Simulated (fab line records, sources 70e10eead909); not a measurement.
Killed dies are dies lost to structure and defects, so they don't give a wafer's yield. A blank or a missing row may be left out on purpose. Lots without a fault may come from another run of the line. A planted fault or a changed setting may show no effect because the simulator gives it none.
fab line records | flow nand_harc | part 1 of 2: steps 1 to 4 of 6
record lots=21 wafers=63 last_day=33
route steps=1302 shown A_SGD_CUT@916 A_SLIT@934 A_WL_FILL@972 A_CONTACT@1001
lots that met no fault: from a run of the same line without faults
start_h: hours from the record's first day to the start of the lot's first wafer shown | wait_h: hours since the lot's step before | " the same as in the row above | L1.1+2: a row that stands for several wafers | - no value, or no start given | * or withheld: withheld | < > ~ a bound
route shown NAME@n: a module of which the file shows steps, and the number in the route of the first | usual: mean/standard deviation of fault-free wafers | same: alike in all rows | chamber/n: place in a boat | sites: the reading at each site | _std_site: their standard deviation | _edge_site: outer sites' mean less inner sites' | radius_mm: how far each site lies from the wafer's centre | mask NAME#n: copy n | behind: the tool/chamber that last shaped the wafer | hold: why the lot was held/for how many hours/how that ended | device: the transistor (n, p or np) that didn't switch | end of line: the same wafers' tests at the end of the route | a step without rows: its recipe alone | killed: dies lost to structure and defects at the first sort, not the wafer's yield | map: a wafer's dies, x killed, . not, _ none there
set.NAME: the setting as run; set.NAME@STEP: as run at that earlier step | model.NAME: the simulator's own value behind a step, which no gauge read
steps of the route over a sample of lots; a table a step, a row a wafer
services: from which hour (start_h, from the record's first day; less than 0 if before it) a tool's chamber was out of use, for how many hours, and why
## steps
# step NHARC_A_SGD_CUT_THK_MEAS_22
# recipe thk_meas_gauge=ellipsometry
# usual thk_nm=148.3/1.7
# columns lot.wafer tool chamber start_h wait_h thk_nm
L075.2 film_metro-02 - 461.79 0.2 148.0
L075.5 " - " " 144.5
L075.6 " - " " 147.7
L076.2 film_metro-01 - 461.80 0.2 147.6
L076.5 " - " " 148.0
L076.6 " - " " 148.4
L078.3 film_metro-01 - 483.49 0.2 145.8
L078.4 " - " " 145.9
L078.6 " - " " 149.1
L077.2 film_metro-01 - 483.65 0.2 148.1
L077.4 " - " " 149.9
L077.6 " - " " 147.3
L079.1 film_metro-02 - 483.76 0.2 148.3
L079.2 " - " " 147.9
L079.3 " - " " 144.8
L080.1 film_metro-02 - 500.33 0.2 150.5
L080.3 " - " " 148.3
L080.5 " - " " 147.9
L082.1 film_metro-01 - 500.33 0.2 149.0
L082.2 " - " " 147.9
L082.5 " - " " 148.7
L081.2 film_metro-02 - 500.33 0.2 146.3
L081.3 " - " " 146.0
L081.5 " - " " 146.4
L083.2 film_metro-02 - 543.97 0.2 148.7
L083.4 " - " " 149.3
L083.5 " - " " 150.4
L085.1 film_metro-02 - 562.47 0.2 150.9
L085.2 " - " " 149.5
L085.4 " - " " 148.0
L086.1 film_metro-01 - 562.48 0.2 151.7
L086.3 " - " " 151.2
L086.4 " - " " 146.0
L087.1 film_metro-02 - 586.73 0.2 148.2
L087.4 " - " " 148.8
L087.6 " - " " 151.1
L089.1 film_metro-02 - 596.18 0.2 147.5
L089.3 " - " " 149.6
L089.6 " - " " 148.1
L088.1 film_metro-01 - 596.18 0.2 145.2
L088.2 " - " " 146.3
L088.5 " - " " 149.9
L090.2 film_metro-01 - 629.08 0.2 149.4
L090.3 " - " " 149.5
L090.6 " - " " 148.7
L091.1 film_metro-01 - 637.76 0.2 144.7
L091.2 " - " " 147.2
L091.3 " - " " 143.5
L094.1 film_metro-01 - 643.87 0.2 148.5
L094.3 " - " " 147.8
L094.4 " - " " 150.6
L093.2 film_metro-02 - 643.87 0.2 148.7
L093.3 " - " " 148.3
L093.6 " - " " 146.6
L096.2 film_metro-02 - 658.27 0.2 144.0
L096.3 " - " " 145.9
L096.4 " - " " 147.0
L095.3 film_metro-01 - 658.28 0.2 147.3
L095.5 " - " " 146.1
L095.6 " - " " 151.2
L097.1 film_metro-01 - 667.76 0.2 146.1
L097.2 " - " " 150.6
L097.5 " - " " 147.4
# step NHARC_A_SGD_CUT_STRIP_28
# recipe time_s=20 o2_flow_sccm=500 ar_flow_sccm=0 bias_w=0 chemistry=O2
# usual chamber_pressure_mTorr=60.00/0.054 drypump_motor_current_A=5.7/0.45 mfc_ar_sccm=0.013/0.013 oes_product_au=0.996/0.014 rf_vpp_V=57.7/0.86 showerhead_plenum_p_Torr=3.52/0.13 throttle_valve_pct=17.036/0.0087
# columns lot.wafer tool chamber start_h wait_h chamber_pressure_mTorr drypump_motor_current_A mfc_ar_sccm oes_product_au rf_hours_counter_h rf_vpp_V showerhead_plenum_p_Torr throttle_valve_pct
L076.2 rie_diel-08 1 - - 60.09 5.3 0.014 1.005 7 57.7 3.39 17.041
L076.6 " 1 " " 59.93 5.3 0.014 0.993 - 57.6 3.39 17.032
L076.5 " 2 " " 60.09 6.2 0.014 0.988 - 57.9 3.74 17.036
L075.2 rie_diel-05 0 462.19 0.1 59.98 5.4 0.015 0.977 3 58.2 3.60 17.044
L075.5 " 3 " " 60.06 6.0 0 1.000 - 56.6 3.60 17.023
L075.6 " 1 " " 60.10 6.2 0.006 0.980 - 58.2 3.61 17.042
L078.4 rie_diel-08 2 - - 60.15 6.2 0.014 0.986 9 58.9 3.74 17.045
L078.3 " 0 " " 60.06 5.0 0 0.982 8 57.4 3.50 17.028
L078.6 " 2 " " 59.98 6.2 0.014 0.978 - 58.7 3.74 17.035
L077.2 rie_diel-05 0 484.11 0.2 59.99 5.4 0.015 0.986 4 58.2 3.60 17.034
L077.6 " 3 " " 60.10 6.0 0 1.004 - 58.0 3.60 17.064
L077.4 " 0 " " 60.02 5.4 0.015 0.977 - 57.5 3.60 17.047
L079.1 rie_diel-09 3 - - 60.01 6.0 0.037 1.006 12 57.2 3.71 17.009
L079.3 " 1 " " 59.96 5.2 0.002 0.996 11 58.5 3.29 17.034
L079.2 " 2 " " 59.96 5.7 0.026 0.972 12 57.5 3.44 17.027
L082.2 rie_diel-05 1 500.72 0.1 59.93 6.1 0.006 1.010 6 56.8 3.61 17.028
L082.1 " 3 " " 60.11 6.0 0 1.012 5 58.8 3.60 17.036
L082.5 " 0 " " 60.00 5.4 0.015 0.983 - 58.8 3.60 17.040
L080.3 rie_diel-08 2 - - 59.99 6.3 0.014 0.994 11 58.5 3.74 17.025
L080.1 " 3 " " 60.02 5.6 0.037 1.017 10 57.1 3.49 17.025
L080.5 " 3 " " 59.95 5.6 0.037 0.999 - 56.7 3.49 17.043
L081.2 rie_diel-08 0 - - 60.00 5.0 0 0.986 10 57.6 3.50 17.043
L081.3 " 1 " " 59.99 5.3 0.014 0.995 11 56.8 3.39 17.031
L081.5 " 0 " " 59.99 5.0 0 0.995 - 58.0 3.50 17.033
L083.4 rie_diel-09 0 - - 60.02 6.4 0 1.028 2 56.9 3.43 17.032
L083.2 " 1 " " 59.97 5.2 0.002 0.998 2 58.3 3.29 17.048
L083.5 " 3 " " 60.02 6.0 0.037 0.998 - 58.6 3.71 17.039
L085.2 rie_diel-08 3 - - 60.01 5.6 0.037 0.997 1 57.7 3.49 17.040
L085.4 " 0 " " 59.98 5.0 0 0.985 0 58.5 3.50 17.030
L085.1 " 1 " " 60.00 5.3 0.014 1.012 0 57.5 3.38 17.054
L086.3 rie_diel-09 3 562.94 0.1 59.96 6.0 0.037 0.988 3 57.9 3.71 17.035
L086.1 " 0 " " 60.05 6.4 0 1.015 4 57.8 3.43 17.045
L086.4 " 3 " " 60.00 6.0 0.037 1.001 - 57.2 3.71 17.033
L087.4 rie_diel-08 3 - - 59.97 5.6 0.037 0.986 3 57.6 3.48 17.030
L087.1 " 0 " " 59.99 5.0 0 0.981 2 57.0 3.50 17.036
L087.6 " 3 " " 60.03 5.6 0.037 0.976 - 57.2 3.48 17.033
L089.3 rie_diel-08 2 - - 60.00 6.2 0.014 1.010 4 59.7 3.73 17.028
L089.1 " 0 " " 59.96 5.0 0 0.994 3 57.5 3.50 17.037
L089.6 " 2 " " 60.05 6.2 0.014 1.001 - 58.5 3.73 17.032
L088.2 rie_diel-05 1 - - 60.09 6.2 0.006 0.970 1 58.8 3.61 17.032
L088.1 " 2 " " 59.93 6.2 0 1.001 0 57.1 3.31 17.026
L088.5 " 2 " " 60.00 6.2 0 0.998 - 58.0 3.31 17.044
L090.2 rie_diel-05 1 - - 60.01 6.1 0.006 0.970 2 57.5 3.61 17.020
L090.3 " 2 " " 60.07 6.3 0 1.000 1 57.2 3.31 17.041
L090.6 " 3 " " 60.01 6.0 0 1.014 - 60.1 3.60 17.048
L091.2 rie_diel-08 0 - - 59.91 5.0 0 0.999 7 57.2 3.49 17.044
L091.3 " 1 " " 59.92 5.3 0.014 0.994 7 56.8 3.38 17.022
L091.1 " 2 " " 60.00 6.2 0.014 1.003 8 57.4 3.73 17.020
L093.3 rie_diel-08 3 - - 59.99 5.6 0.037 0.980 9 57.8 3.48 17.044
L093.2 " 0 " " 59.99 5.1 0 0.986 8 58.9 3.49 17.028
L093.6 " 3 " " 59.98 5.6 0.037 0.971 - 57.2 3.48 17.027
L094.4 rie_diel-05 3 - - 60.06 6.0 0 0.999 2 58.9 3.60 17.023
L094.3 " 0 " " 60.03 5.4 0.015 0.980 2 58.5 3.59 17.042
L094.1 " 1 " " 59.97 6.1 0.006 0.980 2 58.4 3.61 17.039
L095.3 rie_diel-08 2 - - 60.00 6.2 0.014 1.009 10 57.9 3.73 17.039
L095.6 " 0 " " 59.98 5.0 0 0.990 - 57.8 3.49 17.045
L095.5 " 1 " " 60.01 5.4 0.014 0.990 - 57.7 3.38 17.041
L096.2 rie_diel-09 2 658.67 0.2 60.00 5.7 0.026 0.984 8 56.6 3.43 17.040
L096.3 " 0 " " 60.03 6.4 0 1.032 8 58.0 3.43 17.036
L096.4 " 1 " " 60.09 5.2 0.002 0.994 - 57.5 3.29 17.051
L097.1 rie_diel-05 3 - - 60.00 6.0 0 1.022 3 57.9 3.59 17.049
L097.2 " 0 " " 60.00 5.4 0.015 0.977 4 58.6 3.59 17.038
L097.5 " 3 " " 60.01 6.0 0 1.007 - 57.5 3.59 17.033
# step NHARC_A_SLIT_OVL_MEAS_10
# usual overlay_x_nm=-0.1/0.97 overlay_y_nm=-0.1/0.97
# columns lot.wafer tool chamber start_h wait_h overlay_x_nm overlay_y_nm
L076.2 overlay-01 - 467.38 - 0.1 -0.9
L076.5 " - " " -0.1 -1.1
L076.6 " - " " 0.8 -1.0
L075.2 overlay-02 - 467.54 - 1.1 0.5
L075.5 " - " " 0.9 0.4
L075.6 " - " " 0.8 0.5
L078.3 overlay-01 - 491.06 - -1.1 -0.6
L078.4 " - " " -0.8 -0.4
L078.6 " - " " -1.2 -0.7
L077.2 overlay-01 - 491.53 - -0.6 0.1
L077.4 " - " " -0.6 0.4
L077.6 " - " " -0.3 0.6
L079.1 overlay-02 - 494.55 - -1.2 0.6
L079.2 " - " " -2.0 0.9
L079.3 " - " " -0.9 0.7
L082.1 overlay-02 - 508.03 - -2.2 -0.4
L082.2 " - " " -2.2 0.0
L082.5 " - " " -2.3 -1.1
L080.1 overlay-02 - 508.92 - -1.3 -0.3
L080.3 " - " " -0.7 -0.6
L080.5 " - " " -0.8 -0.5
L081.2 overlay-02 - 509.87 - 2.1 0.4
L081.3 " - " " 1.4 0.4
L081.5 " - " " 1.9 0.7
L083.2 overlay-02 - 551.61 - 0.2 0.2
L083.4 " - " " 0.3 -0.3
L083.5 " - " " 0.9 0.5
L086.1 overlay-02 - 571.15 - -0.1 0.3
L086.3 " - " " -0.3 0.1
L086.4 " - " " -1.0 0.0
L085.1 overlay-02 - 571.30 - -0.2 -0.5
L085.2 " - " " 0.1 -0.4
L085.4 " - " " -0.8 -0.1
L087.1 overlay-01 - 592.14 - 0.9 0.9
L087.4 " - " " 1.2 -0.2
L087.6 " - " " 0.6 0.7
L089.1 overlay-02 - 603.62 - 0.4 -0.4
L089.3 " - " " 0.5 -0.2
L089.6 " - " " 0.5 -0.5
L088.1 overlay-02 - 604.63 - 0.9 -0.1
L088.2 " - " " 0.7 -0.2
L088.5 " - " " 1.5 -0.3
L090.2 overlay-01 - 634.99 - -0.7 -1.5
L090.3 " - " " -1.1 -1.7
L090.6 " - " " -0.2 -1.6
L091.1 overlay-01 - 644.01 - -0.3 0.1
L091.2 " - " " -0.1 0.2
L091.3 " - " " -0.5 0.2
L093.2 overlay-01 - 650.40 - 0.0 -2.0
L093.3 " - " " 0.2 -1.9
L093.6 " - " " 0.0 -1.7
L094.1 overlay-02 - 651.31 - 1.1 1.5
L094.3 " - " " 1.7 1.5
L094.4 " - " " 1.6 1.3
L095.3 overlay-01 - 663.59 - 0.0 -1.1
L095.5 " - " " 0.1 -1.7
L095.6 " - " " 0.3 -1.3
L096.2 overlay-02 - 663.74 - 0.7 -1.7
L096.3 " - " " 0.0 -1.1
L096.4 " - " " 0.2 -2.0
L097.1 overlay-02 - 673.04 - 0.5 1.0
L097.2 " - " " 0.3 0.7
L097.5 " - " " 0.8 0.6
# step NHARC_A_WL_FILL_ETCHBACK_26
# recipe target_depth_a=520 time_s=13.3 hbr_flow_sccm=150 rf_w=350 icp_w=350 bias_w=60 chemistry=HBr
# usual chamber_pressure_mTorr=15.001/0.013 drypump_motor_current_A=5.6/0.33 oes_product_au=1.000/0.014 throttle_valve_pct=23.266/0.0087
# columns lot.wafer tool chamber start_h wait_h chamber_pressure_mTorr drypump_motor_current_A oes_product_au rf_hours_counter_h throttle_valve_pct
L076.2 rie_si-06 0 497.38 0.4 14.991 5.9 1.006 0.5 23.267
L076.6 " 0 " " 14.992 5.9 1.004 - 23.255
L076.5 " 1 " " 14.997 5.2 1.015 - 23.262
L075.2 rie_si-06 3 502.35 0.4 14.987 5.7 0.998 0.5 23.249
L075.5 " 2 " " 15.018 5.6 0.982 - 23.275
L075.6 " 3 " " 15.009 5.7 0.992 - 23.276
L078.4 rie_si-06 2 521.09 0.4 15.018 5.6 0.967 0.6 23.260
L078.3 " 0 " " 14.982 5.9 1.007 0.6 23.281
L078.6 " 2 " " 14.975 5.6 0.981 - 23.268
L077.4 rie_si-01 2 521.09 0.4 14.983 4.7 1.013 1.0 23.256
L077.2 " 1 " " 14.994 6.0 0.969 0.7 23.269
L077.6 " 3 " " 15.011 5.8 1.004 - 23.264
L079.3 rie_si-06 3 526.01 0.4 15.009 5.7 1.000 0.6 23.276
L079.1 " 0 " " 14.999 5.9 1.013 0.6 23.262
L079.2 " 1 " " 14.993 5.2 1.014 0.6 23.265
L082.2 rie_si-06 3 538.59 0.4 14.992 5.7 0.997 0.7 23.270
L082.1 " 0 " " 15.007 5.9 1.016 0.7 23.267
L082.5 " 2 " " 14.993 5.6 0.968 - 23.262
L080.3 rie_si-01 3 538.59 0.4 15.009 5.8 1.008 1.1 23.260
L080.1 " 0 " " 15.003 5.6 1.004 0.8 23.265
L080.5 " 2 " " 15.005 4.7 1.015 - 23.273
L081.3 rie_si-04 0 542.34 0.4 15.006 5.7 0.986 0.1 23.274
L081.2 " 1 " " 15.000 5.8 0.994 0.1 23.263
L081.5 " 0 " " 14.984 5.8 0.981 - 23.264
L083.4 rie_si-06 3 581.18 0.4 14.990 5.7 1.000 1.0 23.270
L083.2 " 0 " " 14.991 5.9 1.004 0.9 23.252
L083.5 " 1 " " 14.986 5.2 1.006 - 23.269
L085.4 rie_si-01 0 601.99 0.4 15.001 5.7 0.993 0.2 23.270
L085.2 " 1 " " 15.001 5.9 0.993 0.2 23.283
L085.1 " 2 " " 15.014 4.7 1.012 0.2 23.282
L086.4 rie_si-04 2 602.00 0.4 15.012 5.7 1.008 0.6 23.284
L086.3 " 3 " " 14.976 5.8 0.994 0.6 23.260
L086.1 " 0 " " 15.000 5.8 0.984 0.3 23.270
L087.4 rie_si-01 0 624.13 0.4 15.000 5.6 0.998 0.3 23.271
L087.1 " 1 " " 14.996 6.0 1.002 0.3 23.278
L087.6 " 1 " " 14.992 6.0 1.009 - 23.269
L089.3 rie_si-01 0 634.28 0.4 14.993 5.6 1.011 0.4 23.252
L089.1 " 1 " " 15.004 6.0 1.008 0.3 23.278
L089.6 " 2 " " 14.977 4.7 1.025 - 23.274
L088.1 rie_si-04 1 638.04 0.4 15.004 5.8 1.002 0.9 23.261
L088.2 " 2 " " 14.983 5.7 1.021 0.9 23.265
L088.5 " 0 " " 14.987 5.8 0.987 - 23.261
L090.3 rie_si-06 0 669.53 0.4 14.986 5.9 0.997 0.4 23.269
L090.2 " 1 " " 14.977 5.2 0.993 0.4 23.275
L090.6 " 3 " " 14.994 5.7 0.999 - 23.264
L091.1 rie_si-04 0 676.10 0.4 14.985 5.8 0.987 0.9 23.270
L091.3 " 1 " " 14.984 5.8 0.998 1.2 23.268
L091.2 " 2 " " 14.987 5.8 1.003 1.1 23.263
L094.4 rie_si-06 3 682.89 0.4 14.999 5.7 0.990 0.4 23.261
L094.1 " 0 " " 15.037 5.9 1.003 0.4 23.270
L094.3 " 1 " " 14.988 5.2 0.980 0.5 23.272
L093.3 rie_si-04 1 682.89 0.4 15.013 5.8 1.009 1.2 23.263
L093.2 " 3 " " 14.998 5.8 0.984 1.0 23.269
L093.6 " 1 " " 15.000 5.8 0.998 - 23.257
L096.4 rie_si-01 1 694.80 0.4 15.005 6.0 1.019 0.7 23.284
L096.2 " 2 " " 15.001 4.7 1.028 0.7 23.268
L096.3 " 3 " " 14.998 5.8 1.004 0.8 23.264
L095.3 rie_si-06 0 694.83 0.4 14.988 5.9 1.000 0.5 23.281
L095.6 " 1 " " 15.001 5.2 0.991 - 23.256
L095.5 " 2 " " 14.996 5.6 1.000 - 23.254
L097.2 rie_si-04 0 706.70 0.4 15.003 5.8 0.995 0 23.247
L097.1 " 2 " " 14.994 5.7 1.010 0 23.263
L097.5 " 1 " " 15.014 5.8 1.031 - 23.269
